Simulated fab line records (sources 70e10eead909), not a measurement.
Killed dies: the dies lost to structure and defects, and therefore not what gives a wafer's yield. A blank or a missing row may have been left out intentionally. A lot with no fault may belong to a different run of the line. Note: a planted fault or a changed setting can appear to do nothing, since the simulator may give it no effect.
One fault through the eyes of 2 desks -- flow nand harc -- each desk holds nothing but its own numbers, with what lay behind them at the end

## METROLOGY DESK
What the gauges read for every lot (on any tool): the sampled wafers with a number, averaged. The brackets show how far a lot's mean lies from the usual mean; more than 4 standard deviations puts the lot out of limits, marked OUT.
Columns: A = cd nm at NHARC_THIN_TSV_CD_MEAS_37, usual 5000.2 nm
lot,first seen here,A
L813,day 24 05:57,5003.9
L814,day 24 06:56,4999.7
L818,day 26 11:53,4999.9
L819,day 26 12:50,5000.1
L820,day 26 22:46,4999.7
L825,day 29 08:14,5001.4
L826,day 29 09:27,4999.5
L830,day 31 12:02,4998.5
L831,day 31 16:28,5003.6
L834,day 33 04:14,4999.5
L835,day 33 14:18,5000.3
L836,day 34 02:35,5000.0
This desk found nothing out of limits on any of the 12 lots.

## TOOL OWNER'S DESK, pecvd-03
The tool's own readings at NHARC_A_M1_PRE_CLEAN_32 (time 12 s): means of the sampled wafers that have a number, for each lot that ran on this tool. The brackets show how far a lot's mean lies from the usual mean; more than 4 standard deviations puts the lot out of limits, marked OUT.
Columns: A = heater power w at NHARC_A_M1_PRE_CLEAN_32, usual 653 W
lot,first seen here,A
L814,day 23 07:03,702
L818,day 25 13:43,701
L820,day 25 22:43,657
L826,day 28 10:49,701
L836,day 32 23:04,694
This desk found nothing out of limits on any of the 5 lots.

## PUT TOGETHER
Metrology desk: nothing out of limits seen.
The tool owner's desk saw nothing out of limits.

## WHAT WAS PUT IN BY THE SIMULATOR
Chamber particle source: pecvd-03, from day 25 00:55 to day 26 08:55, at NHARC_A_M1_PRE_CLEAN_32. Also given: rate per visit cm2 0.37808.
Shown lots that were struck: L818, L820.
